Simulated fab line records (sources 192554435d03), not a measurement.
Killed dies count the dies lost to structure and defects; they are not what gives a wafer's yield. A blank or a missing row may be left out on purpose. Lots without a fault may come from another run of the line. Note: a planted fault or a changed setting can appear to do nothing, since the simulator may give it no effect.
Struck lot and sound lot, side by side -- flow n5Finfet -- 28 out of 1938 route steps
Sound: the wafers L970.3, L970.4, L970.6. Struck: wafers L957.4, L957.5. Last of all comes the cause.
Each step with rows lists, per side, the tool, then ch with its chambers, then its first start. Under that, the readings that differ: sound wafers -- struck wafers -- difference of the means -- sigmas: that difference in standard deviations of wafers without a fault.
alike: readings with means less than 2 such deviations apart, plus words and numbers identical on both sides. not compared: withheld readings, readings lacking a value on some wafer, bounds such as >300 that could conceal the same value, and numbers that have no deviation in the record and whose values overlap.
The two part at a step that has a row with sigmas, a row that says differs or no value, or rows on one side only. Non-overlapping numbers with no deviation appear without sigmas and do not part them. A reading missing from all wafers of one side parts the sides only when that side holds two or more wafers.

first, 8 steps without rows for these wafers: N5_MOL_CONTACT_COAG_ANNEAL_112 (time 1800 s); N5_BEOL_M0_SAQP_PECVD_00 (deposits SiCN from 3MS/NH3, target thk 8 nm, time 14 s); N5_BEOL_M0_SAQP_ILD_DEP_01 (deposits SiOC from DEMS/O2, target thk 45.419 nm, time 8.7 s); N5_BEOL_M0_SAQP_HM_DEP_02 (deposits TiN, target thk 12 nm); N5_BEOL_M0_SAQP_PECVD_03 (deposits SiCN from 3MS/NH3, target thk 12 nm, time 21.1 s); N5_BEOL_M0_SAQP_PECVD_96 (deposits a-Si from SiH4/He, target thk 45 nm, time 45.2 s); N5_BEOL_M0_SAQP_PECVD_97 (deposits SiNx from SiH4/NH3/N2, target thk 23 nm, time 19.9 s); N5_BEOL_M0_SAQP_PECVD_04 (deposits a-Si from SiH4/He, target thk 60 nm, time 60.2 s).
N5_BEOL_M0_SAQP_HM_DEP_111: deposits SiO2 from SiH4/N2O, target thk 12 nm, time 7.2 s.
  sound on pecvd-04 ch 0,2, day 11 05:57; struck on pecvd-04 ch 0,1, day 7 23:05
reading,sound,struck,difference,sigmas
susceptorTempC (C),399.76 399.91 400.06,- -,no value on the struck wafers,
model.SiO2_of_BEOL_M0_SAQP_HM_DEP_111.thkNm (nm),12 12.2 12,8.8 8.8,-3.3,
  alike: heaterPowerW, showerheadPlenumPTorr
then, 12 steps without rows for these wafers: N5_BEOL_M0_SAQP_COAT_81 (time 60 s, resist thk 100 nm); N5_BEOL_M0_SAQP_COAT_82 (time 60 s, resist thk 30 nm); N5_BEOL_M0_SAQP_COAT_08 (resist thk 90 nm); N5_BEOL_M0_SAQP_EBR_10; N5_BEOL_M0_SAQP_SOFTBAKE_09 (time 60 s); N5_BEOL_M0_SAQP_EXPOSE_11 (exposes mask M0 CORE, target cd 42 nm); N5_BEOL_M0_SAQP_PEB_12 (peb time 60 s); N5_BEOL_M0_SAQP_DEVELOP_13 (develop time 30 s); N5_BEOL_M0_SAQP_DESCUM_19 (chemistry O2, time 7.9 s); N5_BEOL_M0_SAQP_ETCH_83 (etches SiARC in CF4, target depth 39 nm, time 65 s); N5_BEOL_M0_SAQP_ETCH_84 (etches SOC in N2/H2, target depth 100 nm, overetch 20 nm, time 150 s); N5_BEOL_M0_SAQP_STRIP_80 (strips in N2/H2).
N5_BEOL_M0_SAQP_HM_OPEN_112: chemistry CHF3/O2, target SiO2, stops on a-Si, target depth 12 nm, time 13.5 s.
  sound on rieDiel-04 ch 0,1, day 11 06:33; struck on rieDiel-03 ch 1,2, day 7 23:54
reading,sound,struck,difference,sigmas
model.etch.depthNm (nm),12.04 12.1 12.1,8.739 8.814,-3.303,
  alike: drypumpMotorCurrentA, oesProductAu, rfVppV, showerheadPlenumPTorr, throttleValvePct
  not compared: rfHoursCounterH
then, 3 steps without rows for these wafers: N5_BEOL_M0_SAQP_STRIP_113 (strips in CHF3/O2); N5_BEOL_M0_SAQP_MANDREL_ETCH_20 (etches a-Si in HBr/Cl2, stops on SiNx, target depth 60 nm, bt time 10 s, time 30 s); N5_BEOL_M0_SAQP_STRIP_86 (strips in N2/H2).
N5_BEOL_M0_SAQP_STRIP_115: strips in post etch residue remover, time 60 s.
  sound on wetBench-04 ch 0,2,4, day 11 06:56; struck on wetBench-06 ch 4,5, day 8 00:20
reading,sound,struck,difference,sigmas
model.SiO2_of_BEOL_M0_SAQP_HM_DEP_111.thkNm (nm),12 12 12,8.6 8.8,-3.3,
then, 1 step without rows for these wafers: N5_BEOL_M0_SAQP_SRD_93 (time 30 s).
-- here the record skips 3 days between the struck wafers' starts before and after, leaving off in module BEOL_M0_SAQP and picking up in module BEOL_M4 (first step shown: number 1111 of the route) --
N5_BEOL_M4_RC_MEAS_101:
  sound on prober-02 ch 0, day 14 10:55; struck on prober-01 ch 0, day 11 04:13
  alike: DIBL_N, DIBL_P, IOFF_N, IOFF_P, ION_N, ION_P, SS_N, SS_P, VT_N, VT_P

## WHERE THEY PART
Only at N5_BEOL_M0_SAQP_HM_DEP_111, as far as this record shows. Later steps at which nothing parts them and some readings are alike: N5_BEOL_M0_SAQP_HM_OPEN_112, N5_BEOL_M4_RC_MEAS_101.

WHY: what the simulator had put in
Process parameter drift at N5_BEOL_M0_SAQP_HM_DEP_111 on pecvd-04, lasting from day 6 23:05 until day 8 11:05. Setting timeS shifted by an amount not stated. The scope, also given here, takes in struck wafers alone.
